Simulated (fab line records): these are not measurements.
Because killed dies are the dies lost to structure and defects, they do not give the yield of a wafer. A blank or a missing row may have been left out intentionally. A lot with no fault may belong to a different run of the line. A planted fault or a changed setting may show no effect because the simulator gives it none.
Which tool did it? / flow nand harc / 42 wafers from 14 lots sampled at 5 of the route's 1302 steps

== WHAT THE GAUGES READ, wafer by wafer ==
NHARC_END_SORT_01. Usual: killed at array 56, standard deviation 21; killed at other 1.2, standard deviation 1.6; killed at periphery 3.7, standard deviation 2.5; killed dies 61, standard deviation 21; killed open 3.1, standard deviation 1.8; killed short 2.8, standard deviation 1.7.
lot=L511; measured=day 27 10:53; on=prober-02; killed at array=665 661 664; killed at other=1 6 4; killed at periphery=6 4 2; killed dies=672 671 670; killed open=1 5 5; killed short=3 2 2; flag=OFF
lot=L512; measured=day 28 04:38; on=prober-02; killed at array=669 673 663; killed at other=4 0 1; killed at periphery=4 3 1; killed dies=677 676 665; killed open=7 2 3; killed short=0 2 4; flag=OFF

== EACH LOT AND THE TOOL THAT RAN IT (in order: tool; ch and the chambers of the sampled wafers; start) ==
lot=L506; NHARC_A_CONTACT_DEP_84=acl dep-03 ch 0, day 22 03:19; NHARC_THIN_TSV_DESCUM_14=rie diel-03 ch 0,3, day 23 16:52; NHARC_THIN_TSV_ANNEAL_52=rtp anneal-01 ch 0, day 23 20:43; NHARC_THIN_TSV_CMP_21=cmp-01 ch 0,1,3, day 23 21:02
lot=L505; NHARC_A_CONTACT_DEP_84=acl dep-02 ch 0, day 22 03:58; NHARC_THIN_TSV_DESCUM_14=rie diel-04 ch 0,2,3, day 23 15:38; NHARC_THIN_TSV_ANNEAL_52=rtp anneal-02 ch 0, day 23 19:26; NHARC_THIN_TSV_CMP_21=cmp-02 ch 0,1,3, day 23 19:47
lot=L507; NHARC_A_CONTACT_DEP_84=acl dep-01 ch 0, day 23 21:28; NHARC_THIN_TSV_DESCUM_14=rie diel-03 ch 1,2,3, day 25 11:03; NHARC_THIN_TSV_ANNEAL_52=rtp anneal-02 ch 0, day 25 14:55; NHARC_THIN_TSV_CMP_21=cmp-01 ch 0,1,2, day 25 15:14
lot=L508; NHARC_A_CONTACT_DEP_84=acl dep-02 ch 0, day 23 22:43; NHARC_THIN_TSV_DESCUM_14=rie diel-03 ch 0,2,3, day 25 09:53; NHARC_THIN_TSV_ANNEAL_52=rtp anneal-01 ch 0, day 25 13:48; NHARC_THIN_TSV_CMP_21=cmp-02 ch 0,1,3, day 25 14:13
lot=L510; NHARC_A_CONTACT_DEP_84=acl dep-02 ch 0, day 24 01:02; NHARC_THIN_TSV_DESCUM_14=rie diel-03 ch 0,2,3, day 25 12:16; NHARC_THIN_TSV_ANNEAL_52=rtp anneal-01 ch 0, day 25 16:19; NHARC_THIN_TSV_CMP_21=cmp-01 ch 0,2,3, day 25 16:34
lot=L509; NHARC_A_CONTACT_DEP_84=acl dep-03 ch 0, day 24 16:02; NHARC_THIN_TSV_DESCUM_14=rie diel-03 ch 0,1, day 26 05:17; NHARC_THIN_TSV_ANNEAL_52=rtp anneal-02 ch 0, day 26 09:04; NHARC_THIN_TSV_CMP_21=cmp-02 ch 1,2, day 26 09:26
lot=L511; NHARC_A_CONTACT_DEP_84=acl dep-02 ch 0, day 25 05:55; NHARC_THIN_TSV_DESCUM_14=-; NHARC_THIN_TSV_ANNEAL_52=-; NHARC_THIN_TSV_CMP_21=-
lot=L512; NHARC_A_CONTACT_DEP_84=acl dep-02 ch 0, day 26 00:09; NHARC_THIN_TSV_DESCUM_14=-; NHARC_THIN_TSV_ANNEAL_52=-; NHARC_THIN_TSV_CMP_21=-
lot=L521; NHARC_A_CONTACT_DEP_84=acl dep-03 ch 0, day 28 08:02; NHARC_THIN_TSV_DESCUM_14=rie diel-11 ch 1,2,3, day 30 01:42; NHARC_THIN_TSV_ANNEAL_52=rtp anneal-02 ch 0, day 30 05:31; NHARC_THIN_TSV_CMP_21=cmp-02 ch 0,2,3, day 30 05:49
lot=L522; NHARC_A_CONTACT_DEP_84=acl dep-02 ch 0, day 29 14:55; NHARC_THIN_TSV_DESCUM_14=rie diel-03 ch 0,1,2, day 31 03:56; NHARC_THIN_TSV_ANNEAL_52=rtp anneal-01 ch 0, day 31 07:47; NHARC_THIN_TSV_CMP_21=cmp-03 ch 0,1,3, day 31 08:05
lot=L524; NHARC_A_CONTACT_DEP_84=acl dep-03 ch 0, day 30 15:42; NHARC_THIN_TSV_DESCUM_14=rie diel-04 ch 1,2,3, day 32 11:50; NHARC_THIN_TSV_ANNEAL_52=rtp anneal-02 ch 0, day 32 15:38; NHARC_THIN_TSV_CMP_21=cmp-02 ch 1,2,3, day 32 15:58
lot=L525; NHARC_A_CONTACT_DEP_84=acl dep-02 ch 0, day 30 19:37; NHARC_THIN_TSV_DESCUM_14=rie diel-11 ch 0,3, day 32 13:10; NHARC_THIN_TSV_ANNEAL_52=rtp anneal-02 ch 0, day 32 17:11; NHARC_THIN_TSV_CMP_21=cmp-03 ch 1,2, day 32 17:29
lot=L526; NHARC_A_CONTACT_DEP_84=acl dep-03 ch 0, day 30 20:33; NHARC_THIN_TSV_DESCUM_14=rie diel-03 ch 0,3, day 32 14:21; NHARC_THIN_TSV_ANNEAL_52=rtp anneal-01 ch 0, day 32 18:13; NHARC_THIN_TSV_CMP_21=cmp-02 ch 1,3, day 32 18:30
lot=L527; NHARC_A_CONTACT_DEP_84=acl dep-01 ch 0, day 32 01:20; NHARC_THIN_TSV_DESCUM_14=rie diel-04 ch 0,2,3, day 33 22:17; NHARC_THIN_TSV_ANNEAL_52=rtp anneal-01 ch 0, day 34 02:05; NHARC_THIN_TSV_CMP_21=cmp-02 ch 1,3, day 34 02:23
- NHARC_A_CONTACT_DEP_84: deposits aC, target thk 2800 nm.
- NHARC_THIN_TSV_DESCUM_14: chemistry O2, time 3 s.
- NHARC_THIN_TSV_ANNEAL_52: time 90 s.
- NHARC_THIN_TSV_CMP_21: polishes, t overpolish 30 s, target thk 2000 nm.

== WHAT THE TOOLS THEMSELVES READ (means of the sampled wafers that have a number; where no wafer has one, the mark that the record gives instead) ==
NHARC_A_CONTACT_DEP_84. Usual: throttle valve pct 35.000 %, standard deviation 0.0087.
lot=L506; tool=acl dep-03; throttle valve pct (%)=34.999; flag=
lot=L505; tool=acl dep-02; throttle valve pct (%)=35.005; flag=
lot=L507; tool=acl dep-01; throttle valve pct (%)=35.009; flag=
lot=L508; tool=acl dep-02; throttle valve pct (%)=35.008; flag=
lot=L510; tool=acl dep-02; throttle valve pct (%)=35.004; flag=
lot=L509; tool=acl dep-03; throttle valve pct (%)=34.998; flag=
lot=L511; tool=acl dep-02; throttle valve pct (%)=35.004; flag=
lot=L512; tool=acl dep-02; throttle valve pct (%)=34.996; flag=
lot=L521; tool=acl dep-03; throttle valve pct (%)=34.997; flag=
lot=L522; tool=acl dep-02; throttle valve pct (%)=35.004; flag=
lot=L524; tool=acl dep-03; throttle valve pct (%)=34.999; flag=
lot=L525; tool=acl dep-02; throttle valve pct (%)=34.995; flag=
lot=L526; tool=acl dep-03; throttle valve pct (%)=35.012; flag=
lot=L527; tool=acl dep-01; throttle valve pct (%)=35.006; flag=

NHARC_THIN_TSV_DESCUM_14. Usual: drypump motor current A 5.7 A, standard deviation 0.42; oes product au 0.999 a.u., standard deviation 0.008; rf vpp V 57.7 V, standard deviation 0.83; showerhead plenum p Torr 1.89 Torr, standard deviation 0.09; throttle valve pct 11.312 %, standard deviation 0.0087.
lot=L506; tool=rie diel-03; drypump motor current A (A)=5.3; oes product au (a.u.)=0.993; rf vpp V (V)=57.3; showerhead plenum p Torr (Torr)=1.89; throttle valve pct (%)=11.312; flag=
lot=L505; tool=rie diel-04; drypump motor current A (A)=5.5; oes product au (a.u.)=0.995; rf vpp V (V)=57.6; showerhead plenum p Torr (Torr)=1.93; throttle valve pct (%)=11.317; flag=
lot=L507; tool=rie diel-03; drypump motor current A (A)=6.1; oes product au (a.u.)=0.988; rf vpp V (V)=57.2; showerhead plenum p Torr (Torr)=1.86; throttle valve pct (%)=11.314; flag=
lot=L508; tool=rie diel-03; drypump motor current A (A)=5.7; oes product au (a.u.)=0.996; rf vpp V (V)=58.4; showerhead plenum p Torr (Torr)=1.88; throttle valve pct (%)=11.305; flag=
lot=L510; tool=rie diel-03; drypump motor current A (A)=5.6; oes product au (a.u.)=1.000; rf vpp V (V)=58.3; showerhead plenum p Torr (Torr)=1.88; throttle valve pct (%)=11.321; flag=
lot=L509; tool=rie diel-03; drypump motor current A (A)=5.3; oes product au (a.u.)=1.002; rf vpp V (V)=57.6; showerhead plenum p Torr (Torr)=1.81; throttle valve pct (%)=11.314; flag=
lot=L521; tool=rie diel-11; drypump motor current A (A)=5.6; oes product au (a.u.)=1.011; rf vpp V (V)=58.1; showerhead plenum p Torr (Torr)=1.91; throttle valve pct (%)=11.317; flag=
lot=L522; tool=rie diel-03; drypump motor current A (A)=5.7; oes product au (a.u.)=0.994; rf vpp V (V)=57.1; showerhead plenum p Torr (Torr)=1.80; throttle valve pct (%)=11.308; flag=
lot=L524; tool=rie diel-04; drypump motor current A (A)=5.6; oes product au (a.u.)=1.000; rf vpp V (V)=57.8; showerhead plenum p Torr (Torr)=1.94; throttle valve pct (%)=11.306; flag=
lot=L525; tool=rie diel-11; drypump motor current A (A)=5.2; oes product au (a.u.)=1.007; rf vpp V (V)=56.6; showerhead plenum p Torr (Torr)=1.86; throttle valve pct (%)=11.306; flag=
lot=L526; tool=rie diel-03; drypump motor current A (A)=5.3; oes product au (a.u.)=0.994; rf vpp V (V)=57.2; showerhead plenum p Torr (Torr)=1.89; throttle valve pct (%)=11.315; flag=
lot=L527; tool=rie diel-04; drypump motor current A (A)=5.5; oes product au (a.u.)=0.992; rf vpp V (V)=58.7; showerhead plenum p Torr (Torr)=1.92; throttle valve pct (%)=11.309; flag=

NHARC_THIN_TSV_ANNEAL_52. Usual: wafer_temp_C_max 226.2, standard deviation 0.45.
lot=L506; tool=rtp anneal-01; wafer_temp_C_max=226.2; flag=
lot=L505; tool=rtp anneal-02; wafer_temp_C_max=226.3; flag=
lot=L507; tool=rtp anneal-02; wafer_temp_C_max=226.7; flag=
lot=L508; tool=rtp anneal-01; wafer_temp_C_max=225.8; flag=
lot=L510; tool=rtp anneal-01; wafer_temp_C_max=226.2; flag=
lot=L509; tool=rtp anneal-02; wafer_temp_C_max=226.4; flag=
lot=L521; tool=rtp anneal-02; wafer_temp_C_max=226.5; flag=
lot=L522; tool=rtp anneal-01; wafer_temp_C_max=225.8; flag=
lot=L524; tool=rtp anneal-02; wafer_temp_C_max=226.4; flag=
lot=L525; tool=rtp anneal-02; wafer_temp_C_max=226.5; flag=
lot=L526; tool=rtp anneal-01; wafer_temp_C_max=225.8; flag=
lot=L527; tool=rtp anneal-01; wafer_temp_C_max=225.5; flag=

NHARC_THIN_TSV_CMP_21. Usual: motor current A 11.0 A, standard deviation 1.2; overpolish run s 29.999 s, standard deviation 0.009.
lot=L506; tool=cmp-01; motor current A (A)=10.3; overpolish run s (s)=29.999; flag=
lot=L505; tool=cmp-02; motor current A (A)=11.4; overpolish run s (s)=29.990; flag=
lot=L507; tool=cmp-01; motor current A (A)=10.7; overpolish run s (s)=29.999; flag=
lot=L508; tool=cmp-02; motor current A (A)=11.8; overpolish run s (s)=29.994; flag=
lot=L510; tool=cmp-01; motor current A (A)=10.8; overpolish run s (s)=30.003; flag=
lot=L509; tool=cmp-02; motor current A (A)=9.8; overpolish run s (s)=30.005; flag=
lot=L521; tool=cmp-02; motor current A (A)=12.3; overpolish run s (s)=30.007; flag=
lot=L522; tool=cmp-03; motor current A (A)=11.4; overpolish run s (s)=30.003; flag=
lot=L524; tool=cmp-02; motor current A (A)=11.2; overpolish run s (s)=29.998; flag=
lot=L525; tool=cmp-03; motor current A (A)=11.2; overpolish run s (s)=29.998; flag=
lot=L526; tool=cmp-02; motor current A (A)=10.6; overpolish run s (s)=30.003; flag=
lot=L527; tool=cmp-02; motor current A (A)=12.4; overpolish run s (s)=29.989; flag=

== THE ANSWER, worked out from the rows above alone ==
Rule: a lot counts as off when the mean over its wafers that have a number is more than 3 standard deviations away from the usual mean. Also off: a lot with no number at a reading for which 4 or more lots have one. Any other lot the step has rows for is counted as sound. Order of review: gauges by route order, followed by the tools' own readings, for which a lot's mean as printed above is used. At the first step where some lot is off, the reading lying furthest off is the one used; lots without a number count as furthest.
Off at NHARC_END_SORT_01 (killed at array): L511, L512. Neither off nor sound, because the step has no rows for them: L506, L505, L507, L508, L510, L509, L521, L522, L524, L525, L526, L527.
A tool fits if, at a process step before that reading, it ran every lot that is off, and no sound lot after the first of them. The gauges at NHARC_END_SORT_01 are tried like those tools. Can't be told from this: 2 tools fit, acl dep-02 at NHARC_A_CONTACT_DEP_84, prober-02 at NHARC_END_SORT_01.

== WHAT HAD BEEN PUT IN BY THE SIMULATOR ==
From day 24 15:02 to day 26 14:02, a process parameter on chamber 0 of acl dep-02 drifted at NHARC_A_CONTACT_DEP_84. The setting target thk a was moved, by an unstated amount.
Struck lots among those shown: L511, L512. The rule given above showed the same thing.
